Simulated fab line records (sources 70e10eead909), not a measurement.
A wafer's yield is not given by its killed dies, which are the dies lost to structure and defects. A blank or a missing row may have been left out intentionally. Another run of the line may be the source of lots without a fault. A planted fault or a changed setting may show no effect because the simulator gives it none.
Chamber matching + flow nandHarc + NHARC_A_WL_FILL_CMP_12 on cmp-03: 4 sister chambers
The step polishes, t overpolish 30 s, target thk 100 nm. 8 wafers are shown with their chamber, then 12 later ones without.

WAFERS PAIRED WITH THEIR CHAMBERS
| wafer  | chamber | motorCurrentA (A) | timeToEndpointS (s) |
|--------|---------|-------------------|---------------------|
| L077.1 | 1       | 13.5              | 19.2                |
| L077.4 | 0       | 14.2              | 21.9                |
| L079.1 | 3       | 12.7              | 20.0                |
| L079.3 | 0       | 12.9              | 19.1                |
| L079.5 | 3       | 12.6              | 20.0                |
| L081.1 | 1       | 12.7              | 22.8                |
| L081.3 | 2       | 11.7              | 20.4                |
| L081.5 | 2       | 11.8              | 19.2                |

WAFERS WITHOUT THEIR CHAMBER
| wafer  | motorCurrentA (A) | timeToEndpointS (s) |
|--------|-------------------|---------------------|
| L082.2 | 11.0              | 14.6                |
| L082.4 | 12.3              | 17.4                |
| L082.5 | 11.4              | 17.6                |
| L087.1 | 14.1              | 21.7                |
| L087.5 | 12.5              | 22.2                |
| L087.6 | 12.9              | 20.7                |
| L093.2 | 13.1              | 22.3                |
| L093.5 | 12.2              | 22.6                |
| L093.6 | 11.6              | 18.4                |
| L097.1 | 11.2              | 16.2                |
| L097.2 | 12.1              | 20.8                |
| L097.3 | 12.4              | 17.9                |

EACH ONE'S CHAMBER
| wafer  | from the rows above               | in truth |
|--------|-----------------------------------|----------|
| L082.2 | can't be placed: 2 or 3           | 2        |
| L082.4 | can't be placed: 3 or 2 or 1 or 0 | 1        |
| L082.5 | can't be placed: 2 or 3           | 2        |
| L087.1 | can't be placed: 0 or 1 or 3      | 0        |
| L087.5 | can't be placed: 1 or 3 or 2 or 0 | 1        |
| L087.6 | can't be placed: 1 or 3 or 0 or 2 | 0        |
| L093.2 | can't be placed: 1 or 0 or 3      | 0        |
| L093.5 | can't be placed: 3 or 2 or 1 or 0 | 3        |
| L093.6 | can't be placed: 2 or 3           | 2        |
| L097.1 | can't be placed: 2 or 3           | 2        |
| L097.2 | can't be placed: 2 or 3 or 1 or 0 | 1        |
| L097.3 | can't be placed: 3 or 2 or 1 or 0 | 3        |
Placed correctly: 0 of 12. Can't be placed from these rows: 12 (the true chamber is among the candidates in 12). Placed wrongly: 0.
How it was worked out, from the rows above alone: a wafer's distance from a chamber is the root of the sum, over the readings, of the square of ((its reading less the chamber's mean) divided by the reading's scatter). If the next closest chamber is less than 2 further off than the closest, the wafer can't be placed; otherwise it belongs to the closest. Each chamber's mean is taken over the wafers shown for it. The scatter is the square root of a quotient: the sum, over the shown wafers, of each reading's squared deviation from its chamber's mean, divided by wafers minus chambers.
